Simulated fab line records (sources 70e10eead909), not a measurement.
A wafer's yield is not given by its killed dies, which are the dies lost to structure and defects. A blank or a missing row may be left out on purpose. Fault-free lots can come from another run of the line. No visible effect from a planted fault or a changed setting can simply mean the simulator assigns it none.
The tool behind it: which one? :: flow nand-harc :: 24 lots, 72 wafers sampled, at 4 steps of a route of 1302

== WHAT THE GAUGES READ, wafer by wafer ==
NHARC_A_DECK1_JOINT_INSPECT_05. Usual: raw-defect-count at 305, with a standard deviation of 120.
lot: L075
measured: day 12 12:35
on: defect-inspect-01
raw-defect-count: 251 176 171
flag: 

lot: L074
measured: day 12 17:25
on: defect-inspect-02
raw-defect-count: 350 195 346
flag: 

lot: L076
measured: day 13 03:18
on: defect-inspect-02
raw-defect-count: 177 367 331
flag: 

lot: L077
measured: day 14 02:21
on: defect-inspect-01
raw-defect-count: 490 370 358
flag: 

lot: L078
measured: day 14 02:12
on: defect-inspect-02
raw-defect-count: 374 253 402
flag: 

lot: L080
measured: day 14 08:03
on: defect-inspect-01
raw-defect-count: 252 200 228
flag: 

lot: L079
measured: day 14 08:05
on: defect-inspect-01
raw-defect-count: 171 288 182
flag: 

lot: L081
measured: day 15 09:50
on: defect-inspect-01
raw-defect-count: 298 468 270
flag: 

lot: L082
measured: day 15 22:32
on: defect-inspect-01
raw-defect-count: 205 203 185
flag: 

lot: L083
measured: day 16 11:20
on: defect-inspect-02
raw-defect-count: 243 282 233
flag: 

lot: L084
measured: day 16 18:55
on: defect-inspect-02
raw-defect-count: 361 404 592
flag: 

lot: L086
measured: day 17 00:04
on: defect-inspect-02
raw-defect-count: 323 256 181
flag: 

lot: L085
measured: day 17 10:04
on: defect-inspect-02
raw-defect-count: 831 408 453
flag: 

lot: L087
measured: day 17 18:07
on: defect-inspect-01
raw-defect-count: 207 277 250
flag: 

lot: L088
measured: day 18 16:19
on: defect-inspect-01
raw-defect-count: 514 318 343
flag: 

lot: L089
measured: day 19 00:16
on: defect-inspect-02
raw-defect-count: 337 341 251
flag: 

lot: L090
measured: day 19 00:14
on: defect-inspect-01
raw-defect-count: 227 522 381
flag: 

lot: L091
measured: day 19 16:35
on: defect-inspect-02
raw-defect-count: 245 302 265
flag: 

lot: L092
measured: day 19 14:01
on: defect-inspect-01
raw-defect-count: 460 188 239
flag: 

lot: L093
measured: day 19 21:49
on: defect-inspect-01
raw-defect-count: 192 334 279
flag: 

lot: L094
measured: day 21 03:20
on: defect-inspect-02
raw-defect-count: 558 366 506
flag: 

lot: L095
measured: day 21 03:21
on: defect-inspect-01
raw-defect-count: 183 239 575
flag: 

lot: L096
measured: day 21 16:19
on: defect-inspect-02
raw-defect-count: 338 124 244
flag: 

lot: L097
measured: day 21 16:19
on: defect-inspect-01
raw-defect-count: 659 261 279
flag: 

== WHAT TOOL EACH LOT RAN ON (gives the tool, then ch and the chambers of the sampled wafers, and finally the start) ==
lot: L075
NHARC_A_ONON_D1_DEP_33: pecvd-01 ch 0,1, day 8 12:30
NHARC_A_CHANNEL_HOLE_D1_ETCH_22: har-etch-02 ch 0, day 8 21:37
NHARC_A_CHANNEL_FILL_D1_ALD_03: ald-sin-batch-01 ch 0, day 12 12:35 or earlier

lot: L074
NHARC_A_ONON_D1_DEP_33: pecvd-03 ch 0,2, day 8 12:33
NHARC_A_CHANNEL_HOLE_D1_ETCH_22: har-etch-01 ch 0,1, day 8 23:53
NHARC_A_CHANNEL_FILL_D1_ALD_03: ald-sin-batch-02 ch 0, day 9 09:41

lot: L076
NHARC_A_ONON_D1_DEP_33: pecvd-02 ch 0,2, day 9 00:35
NHARC_A_CHANNEL_HOLE_D1_ETCH_22: har-etch-01 ch 0,1, day 9 09:14
NHARC_A_CHANNEL_FILL_D1_ALD_03: ald-sin-batch-02 ch 0, day 9 20:40

lot: L077
NHARC_A_ONON_D1_DEP_33: pecvd-02 ch 0,1,2, day 10 01:40
NHARC_A_CHANNEL_HOLE_D1_ETCH_22: har-etch-02 ch 0,1, day 10 08:07
NHARC_A_CHANNEL_FILL_D1_ALD_03: ald-sin-batch-03 ch 0, day 14 02:21 or earlier

lot: L078
NHARC_A_ONON_D1_DEP_33: pecvd-03 ch 0,2, day 10 01:41
NHARC_A_CHANNEL_HOLE_D1_ETCH_22: har-etch-01 ch 0,1, day 10 12:10
NHARC_A_CHANNEL_FILL_D1_ALD_03: ald-sin-batch-02 ch 0, day 14 02:12 or earlier

lot: L080
NHARC_A_ONON_D1_DEP_33: pecvd-03 ch 0,1, day 10 14:47
NHARC_A_CHANNEL_HOLE_D1_ETCH_22: har-etch-02 ch 0,1, day 10 20:08
NHARC_A_CHANNEL_FILL_D1_ALD_03: ald-sin-batch-02 ch 0, day 14 08:03 or earlier

lot: L079
NHARC_A_ONON_D1_DEP_33: pecvd-03 ch 0,1,2, day 10 14:58
NHARC_A_CHANNEL_HOLE_D1_ETCH_22: har-etch-01 ch 0,1, day 10 20:23
NHARC_A_CHANNEL_FILL_D1_ALD_03: ald-sin-batch-02 ch 0, day 14 08:05 or earlier

lot: L081
NHARC_A_ONON_D1_DEP_33: pecvd-03 ch 0,1,2, day 11 13:55
NHARC_A_CHANNEL_HOLE_D1_ETCH_22: har-etch-01 ch 0,1, day 11 19:29
NHARC_A_CHANNEL_FILL_D1_ALD_03: ald-sin-batch-01 ch 0, day 15 09:50 or earlier

lot: L082
NHARC_A_ONON_D1_DEP_33: pecvd-01 ch 0,2, day 11 19:55
NHARC_A_CHANNEL_HOLE_D1_ETCH_22: har-etch-01 ch 0,1, day 12 06:09
NHARC_A_CHANNEL_FILL_D1_ALD_03: ald-sin-batch-01 ch 0, day 15 22:32 or earlier

lot: L083
NHARC_A_ONON_D1_DEP_33: pecvd-03 ch 0,1,2, day 12 07:59
NHARC_A_CHANNEL_HOLE_D1_ETCH_22: har-etch-02 ch 1, day 12 14:11
NHARC_A_CHANNEL_FILL_D1_ALD_03: ald-sin-batch-03 ch 0, day 16 11:20 or earlier

lot: L084
NHARC_A_ONON_D1_DEP_33: pecvd-01 ch 0,2, day 12 08:00
NHARC_A_CHANNEL_HOLE_D1_ETCH_22: har-etch-02 ch 1, day 12 22:40
NHARC_A_CHANNEL_FILL_D1_ALD_03: ald-sin-batch-02 ch 0, day 16 18:55 or earlier

lot: L086
NHARC_A_ONON_D1_DEP_33: pecvd-03 ch 0,1, day 12 23:59
NHARC_A_CHANNEL_HOLE_D1_ETCH_22: har-etch-02 ch 0,1, day 13 09:45
NHARC_A_CHANNEL_FILL_D1_ALD_03: ald-sin-batch-02 ch 0, day 17 00:04 or earlier

lot: L085
NHARC_A_ONON_D1_DEP_33: pecvd-01 ch 0,1, day 13 00:02
NHARC_A_CHANNEL_HOLE_D1_ETCH_22: har-etch-01 ch 0,1, day 13 08:58
NHARC_A_CHANNEL_FILL_D1_ALD_03: ald-sin-batch-02 ch 0, day 17 10:04 or earlier

lot: L087
NHARC_A_ONON_D1_DEP_33: pecvd-03 ch 0,1,2, day 13 10:11
NHARC_A_CHANNEL_HOLE_D1_ETCH_22: har-etch-02 ch 0,1, day 13 18:05
NHARC_A_CHANNEL_FILL_D1_ALD_03: ald-sin-batch-03 ch 0, day 17 18:07 or earlier

lot: L088
NHARC_A_ONON_D1_DEP_33: pecvd-03 ch 0,1,2, day 14 12:08
NHARC_A_CHANNEL_HOLE_D1_ETCH_22: har-etch-02 ch 0,1, day 14 20:16
NHARC_A_CHANNEL_FILL_D1_ALD_03: ald-sin-batch-01 ch 0, day 18 16:19 or earlier

lot: L089
NHARC_A_ONON_D1_DEP_33: pecvd-01 ch 0,1,2, day 14 16:05
NHARC_A_CHANNEL_HOLE_D1_ETCH_22: har-etch-01 ch 0,1, day 15 06:12
NHARC_A_CHANNEL_FILL_D1_ALD_03: ald-sin-batch-01 ch 0, day 19 00:16 or earlier

lot: L090
NHARC_A_ONON_D1_DEP_33: pecvd-02 ch 1,2, day 14 16:19
NHARC_A_CHANNEL_HOLE_D1_ETCH_22: har-etch-02 ch 0,1, day 15 08:29
NHARC_A_CHANNEL_FILL_D1_ALD_03: ald-sin-batch-01 ch 0, day 19 00:14 or earlier

lot: L091
NHARC_A_ONON_D1_DEP_33: pecvd-03 ch 0,1, day 15 17:23
NHARC_A_CHANNEL_HOLE_D1_ETCH_22: har-etch-02 ch 0,1, day 15 22:47
NHARC_A_CHANNEL_FILL_D1_ALD_03: ald-sin-batch-03 ch 0, day 19 16:35 or earlier

lot: L092
NHARC_A_ONON_D1_DEP_33: pecvd-01 ch 0,1,2, day 15 17:23
NHARC_A_CHANNEL_HOLE_D1_ETCH_22: har-etch-01 ch 0,1, day 15 23:12
NHARC_A_CHANNEL_FILL_D1_ALD_03: ald-sin-batch-03 ch 0, day 19 14:01 or earlier

lot: L093
NHARC_A_ONON_D1_DEP_33: pecvd-01 ch 0,1,2, day 16 00:05
NHARC_A_CHANNEL_HOLE_D1_ETCH_22: har-etch-01 ch 0,1, day 16 05:38
NHARC_A_CHANNEL_FILL_D1_ALD_03: ald-sin-batch-03 ch 0, day 19 21:49 or earlier

lot: L094
NHARC_A_ONON_D1_DEP_33: pecvd-01 ch 0,1,2, day 16 22:21
NHARC_A_CHANNEL_HOLE_D1_ETCH_22: har-etch-02 ch 0,1, day 17 14:40
NHARC_A_CHANNEL_FILL_D1_ALD_03: ald-sin-batch-02 ch 0, day 21 03:20 or earlier

lot: L095
NHARC_A_ONON_D1_DEP_33: pecvd-01 ch 1,2, day 16 22:37
NHARC_A_CHANNEL_HOLE_D1_ETCH_22: har-etch-01 ch 0,1, day 17 16:28
NHARC_A_CHANNEL_FILL_D1_ALD_03: ald-sin-batch-02 ch 0, day 21 03:21 or earlier

lot: L096
NHARC_A_ONON_D1_DEP_33: pecvd-01 ch 0,1,2, day 17 11:30
NHARC_A_CHANNEL_HOLE_D1_ETCH_22: har-etch-02 ch 0,1, day 17 22:58
NHARC_A_CHANNEL_FILL_D1_ALD_03: ald-sin-batch-01 ch 0, day 21 16:19 or earlier

lot: L097
NHARC_A_ONON_D1_DEP_33: pecvd-01 ch 0,2, day 17 15:54
NHARC_A_CHANNEL_HOLE_D1_ETCH_22: har-etch-02 ch 0,1, day 18 03:08
NHARC_A_CHANNEL_FILL_D1_ALD_03: ald-sin-batch-01 ch 0, day 21 16:19 or earlier
- NHARC_A_ONON_D1_DEP_33: deposits SiO2, target thk 200 nm.
- NHARC_A_CHANNEL_HOLE_D1_ETCH_22: etches the open film in C4F8/O2/Ar, time 666.7 s, target depth 1600 nm.
- NHARC_A_CHANNEL_FILL_D1_ALD_03: deposits SiNx, target thk 6 nm, pulse time 60 s, ald cycles 58.

== WHAT THE TOOLS THEMSELVES READ (means of the sampled wafers that have a number; where no wafer has one, the mark that the record gives instead) ==
NHARC_A_ONON_D1_DEP_33. Usual: heater-power-w 549 W, standard deviation 83; mfc-precursor-sccm 161.5 sccm, standard deviation 0.5; throttle-valve-pct 15.7 %, standard deviation 0.31.
lot: L075
tool: pecvd-01
heater-power-w (W): 557
mfc-precursor-sccm (sccm): 161.5
throttle-valve-pct (%): 15.7
flag: 

lot: L074
tool: pecvd-03
heater-power-w (W): 645
mfc-precursor-sccm (sccm): 161.2
throttle-valve-pct (%): 16.0
flag: 

lot: L076
tool: pecvd-02
heater-power-w (W): 576
mfc-precursor-sccm (sccm): 161.0
throttle-valve-pct (%): 16.3
flag: 

lot: L077
tool: pecvd-02
heater-power-w (W): 502
mfc-precursor-sccm (sccm): 161.3
throttle-valve-pct (%): 15.8
flag: 

lot: L078
tool: pecvd-03
heater-power-w (W): 580
mfc-precursor-sccm (sccm): 161.5
throttle-valve-pct (%): 15.5
flag: 

lot: L080
tool: pecvd-03
heater-power-w (W): 457
mfc-precursor-sccm (sccm): 161.3
throttle-valve-pct (%): 15.6
flag: 

lot: L079
tool: pecvd-03
heater-power-w (W): 530
mfc-precursor-sccm (sccm): 161.8
throttle-valve-pct (%): 15.7
flag: 

lot: L081
tool: pecvd-03
heater-power-w (W): 556
mfc-precursor-sccm (sccm): 161.5
throttle-valve-pct (%): 15.6
flag: 

lot: L082
tool: pecvd-01
heater-power-w (W): 587
mfc-precursor-sccm (sccm): 161.2
throttle-valve-pct (%): 16.3
flag: 

lot: L083
tool: pecvd-03
heater-power-w (W): 515
mfc-precursor-sccm (sccm): 161.3
throttle-valve-pct (%): 15.6
flag: 

lot: L084
tool: pecvd-01
heater-power-w (W): 601
mfc-precursor-sccm (sccm): 162.1
throttle-valve-pct (%): 16.1
flag: 

lot: L086
tool: pecvd-03
heater-power-w (W): 487
mfc-precursor-sccm (sccm): 161.0
throttle-valve-pct (%): 15.7
flag: 

lot: L085
tool: pecvd-01
heater-power-w (W): 567
mfc-precursor-sccm (sccm): 161.6
throttle-valve-pct (%): 15.8
flag: 

lot: L087
tool: pecvd-03
heater-power-w (W): 572
mfc-precursor-sccm (sccm): 160.9
throttle-valve-pct (%): 15.8
flag: 

lot: L088
tool: pecvd-03
heater-power-w (W): 507
mfc-precursor-sccm (sccm): 161.6
throttle-valve-pct (%): 15.7
flag: 

lot: L089
tool: pecvd-01
heater-power-w (W): 557
mfc-precursor-sccm (sccm): 161.8
throttle-valve-pct (%): 15.5
flag: 

lot: L090
tool: pecvd-02
heater-power-w (W): 509
mfc-precursor-sccm (sccm): 162.0
throttle-valve-pct (%): 15.1
flag: 

lot: L091
tool: pecvd-03
heater-power-w (W): 468
mfc-precursor-sccm (sccm): 161.7
throttle-valve-pct (%): 15.8
flag: 

lot: L092
tool: pecvd-01
heater-power-w (W): 572
mfc-precursor-sccm (sccm): 161.6
throttle-valve-pct (%): 15.4
flag: 

lot: L093
tool: pecvd-01
heater-power-w (W): 572
mfc-precursor-sccm (sccm): 160.9
throttle-valve-pct (%): 15.6
flag: 

lot: L094
tool: pecvd-01
heater-power-w (W): 575
mfc-precursor-sccm (sccm): 161.2
throttle-valve-pct (%): 15.6
flag: 

lot: L095
tool: pecvd-01
heater-power-w (W): 515
mfc-precursor-sccm (sccm): 161.6
throttle-valve-pct (%): 15.6
flag: 

lot: L096
tool: pecvd-01
heater-power-w (W): 617
mfc-precursor-sccm (sccm): 161.4
throttle-valve-pct (%): 15.7
flag: 

lot: L097
tool: pecvd-01
heater-power-w (W): 609
mfc-precursor-sccm (sccm): 162.2
throttle-valve-pct (%): 15.8
flag: 

NHARC_A_CHANNEL_HOLE_D1_ETCH_22. Usual: c4f8-flow-sccm 89.27 sccm, standard deviation 0.29; drypump-motor-current-A 5.6 A, standard deviation 0.58; showerhead-plenum-p-Torr 3.706 Torr, standard deviation 0.025; throttle-valve-pct 32.155 %, standard deviation 0.009.
lot: L075
tool: har-etch-02
c4f8-flow-sccm (sccm): 89.04
drypump-motor-current-A (A): 6.4
showerhead-plenum-p-Torr (Torr): 3.763
throttle-valve-pct (%): 32.152
flag: 

lot: L074
tool: har-etch-01
c4f8-flow-sccm (sccm): 89.25
drypump-motor-current-A (A): 5.6
showerhead-plenum-p-Torr (Torr): 3.734
throttle-valve-pct (%): 32.160
flag: 

lot: L076
tool: har-etch-01
c4f8-flow-sccm (sccm): 89.26
drypump-motor-current-A (A): 5.7
showerhead-plenum-p-Torr (Torr): 3.732
throttle-valve-pct (%): 32.157
flag: 

lot: L077
tool: har-etch-02
c4f8-flow-sccm (sccm): 89.29
drypump-motor-current-A (A): 5.9
showerhead-plenum-p-Torr (Torr): 3.740
throttle-valve-pct (%): 32.159
flag: 

lot: L078
tool: har-etch-01
c4f8-flow-sccm (sccm): 89.35
drypump-motor-current-A (A): 5.7
showerhead-plenum-p-Torr (Torr): 3.723
throttle-valve-pct (%): 32.151
flag: 

lot: L080
tool: har-etch-02
c4f8-flow-sccm (sccm): 89.38
drypump-motor-current-A (A): 5.9
showerhead-plenum-p-Torr (Torr): 3.739
throttle-valve-pct (%): 32.152
flag: 

lot: L079
tool: har-etch-01
c4f8-flow-sccm (sccm): 89.36
drypump-motor-current-A (A): 5.7
showerhead-plenum-p-Torr (Torr): 3.722
throttle-valve-pct (%): 32.159
flag: 

lot: L081
tool: har-etch-01
c4f8-flow-sccm (sccm): 89.11
drypump-motor-current-A (A): 5.7
showerhead-plenum-p-Torr (Torr): 3.717
throttle-valve-pct (%): 32.163
flag: 

lot: L082
tool: har-etch-01
c4f8-flow-sccm (sccm): 89.55
drypump-motor-current-A (A): 5.7
showerhead-plenum-p-Torr (Torr): 3.713
throttle-valve-pct (%): 32.146
flag: 

lot: L083
tool: har-etch-02
c4f8-flow-sccm (sccm): 89.19
drypump-motor-current-A (A): 4.8
showerhead-plenum-p-Torr (Torr): 3.702
throttle-valve-pct (%): 32.155
flag: 

lot: L084
tool: har-etch-02
c4f8-flow-sccm (sccm): 89.14
drypump-motor-current-A (A): 4.8
showerhead-plenum-p-Torr (Torr): 3.698
throttle-valve-pct (%): 32.151
flag: 

lot: L086
tool: har-etch-02
c4f8-flow-sccm (sccm): 89.50
drypump-motor-current-A (A): 5.3
showerhead-plenum-p-Torr (Torr): 3.707
throttle-valve-pct (%): 32.162
flag: 

lot: L085
tool: har-etch-01
c4f8-flow-sccm (sccm): 89.15
drypump-motor-current-A (A): 5.7
showerhead-plenum-p-Torr (Torr): 3.701
throttle-valve-pct (%): 32.160
flag: 

lot: L087
tool: har-etch-02
c4f8-flow-sccm (sccm): 89.30
drypump-motor-current-A (A): 5.3
showerhead-plenum-p-Torr (Torr): 3.702
throttle-valve-pct (%): 32.155
flag: 

lot: L088
tool: har-etch-02
c4f8-flow-sccm (sccm): 89.33
drypump-motor-current-A (A): 5.9
showerhead-plenum-p-Torr (Torr): 3.715
throttle-valve-pct (%): 32.156
flag: 

lot: L089
tool: har-etch-01
c4f8-flow-sccm (sccm): 89.44
drypump-motor-current-A (A): 5.7
showerhead-plenum-p-Torr (Torr): 3.688
throttle-valve-pct (%): 32.146
flag: 

lot: L090
tool: har-etch-02
c4f8-flow-sccm (sccm): 89.24
drypump-motor-current-A (A): 5.3
showerhead-plenum-p-Torr (Torr): 3.694
throttle-valve-pct (%): 32.159
flag: 

lot: L091
tool: har-etch-02
c4f8-flow-sccm (sccm): 89.31
drypump-motor-current-A (A): 5.9
showerhead-plenum-p-Torr (Torr): 3.702
throttle-valve-pct (%): 32.154
flag: 

lot: L092
tool: har-etch-01
c4f8-flow-sccm (sccm): 89.08
drypump-motor-current-A (A): 5.7
showerhead-plenum-p-Torr (Torr): 3.680
throttle-valve-pct (%): 32.149
flag: 

lot: L093
tool: har-etch-01
c4f8-flow-sccm (sccm): 89.53
drypump-motor-current-A (A): 5.7
showerhead-plenum-p-Torr (Torr): 3.677
throttle-valve-pct (%): 32.163
flag: 

lot: L094
tool: har-etch-02
c4f8-flow-sccm (sccm): 89.40
drypump-motor-current-A (A): 5.9
showerhead-plenum-p-Torr (Torr): 3.695
throttle-valve-pct (%): 32.150
flag: 

lot: L095
tool: har-etch-01
c4f8-flow-sccm (sccm): 88.88
drypump-motor-current-A (A): 5.6
showerhead-plenum-p-Torr (Torr): 3.669
throttle-valve-pct (%): 32.154
flag: 

lot: L096
tool: har-etch-02
c4f8-flow-sccm (sccm): 89.27
drypump-motor-current-A (A): 5.9
showerhead-plenum-p-Torr (Torr): 3.690
throttle-valve-pct (%): 32.153
flag: 

lot: L097
tool: har-etch-02
c4f8-flow-sccm (sccm): 89.01
drypump-motor-current-A (A): 5.9
showerhead-plenum-p-Torr (Torr): 3.687
throttle-valve-pct (%): 32.152
flag: 

NHARC_A_CHANNEL_FILL_D1_ALD_03. Usual: precursor-pulse-height-rel at 0.999, with a standard deviation of 0.017.
lot: L075
tool: ald-sin-batch-01
precursor-pulse-height-rel: 1.008
flag: 

lot: L074
tool: ald-sin-batch-02
precursor-pulse-height-rel: 0.981
flag: 

lot: L076
tool: ald-sin-batch-02
precursor-pulse-height-rel: 0.982
flag: 

lot: L077
tool: ald-sin-batch-03
precursor-pulse-height-rel: 1.015
flag: 

lot: L078
tool: ald-sin-batch-02
precursor-pulse-height-rel: 0.996
flag: 

lot: L080
tool: ald-sin-batch-02
precursor-pulse-height-rel: 0.989
flag: 

lot: L079
tool: ald-sin-batch-02
precursor-pulse-height-rel: 1.001
flag: 

lot: L081
tool: ald-sin-batch-01
precursor-pulse-height-rel: 1.011
flag: 

lot: L082
tool: ald-sin-batch-01
precursor-pulse-height-rel: 0.990
flag: 

lot: L083
tool: ald-sin-batch-03
precursor-pulse-height-rel: 1.008
flag: 

lot: L084
tool: ald-sin-batch-02
precursor-pulse-height-rel: 1.019
flag: 

lot: L086
tool: ald-sin-batch-02
precursor-pulse-height-rel: 1.000
flag: 

lot: L085
tool: ald-sin-batch-02
precursor-pulse-height-rel: 1.002
flag: 

lot: L087
tool: ald-sin-batch-03
precursor-pulse-height-rel: 1.013
flag: 

lot: L088
tool: ald-sin-batch-01
precursor-pulse-height-rel: 0.994
flag: 

lot: L089
tool: ald-sin-batch-01
precursor-pulse-height-rel: 0.996
flag: 

lot: L090
tool: ald-sin-batch-01
precursor-pulse-height-rel: 1.009
flag: 

lot: L091
tool: ald-sin-batch-03
precursor-pulse-height-rel: 0.998
flag: 

lot: L092
tool: ald-sin-batch-03
precursor-pulse-height-rel: 1.014
flag: 

lot: L093
tool: ald-sin-batch-03
precursor-pulse-height-rel: 0.991
flag: 

lot: L094
tool: ald-sin-batch-02
precursor-pulse-height-rel: 1.003
flag: 

lot: L095
tool: ald-sin-batch-02
precursor-pulse-height-rel: 0.989
flag: 

lot: L096
tool: ald-sin-batch-01
precursor-pulse-height-rel: 1.010
flag: 

lot: L097
tool: ald-sin-batch-01
precursor-pulse-height-rel: 1.004
flag: 

== THE ANSWER, worked out from the rows above alone ==
Rule: take the mean of a lot's wafers that have a number; if it is more than 3 standard deviations from the usual mean, the lot is off. A lot without any number at a reading at which 4 lots or more have one is off too. Any other lot the step has rows for is counted as sound. After the gauges, taken in route order, come the tools' own readings; for these a lot's mean is taken, as printed above. At the first step where some lot is off, the reading lying furthest off is the one used; lots without a number count as furthest.
No lot is off on any of the readings shown, so nothing can be concluded from this.

== WHAT THE SIMULATOR HAD INSERTED ==
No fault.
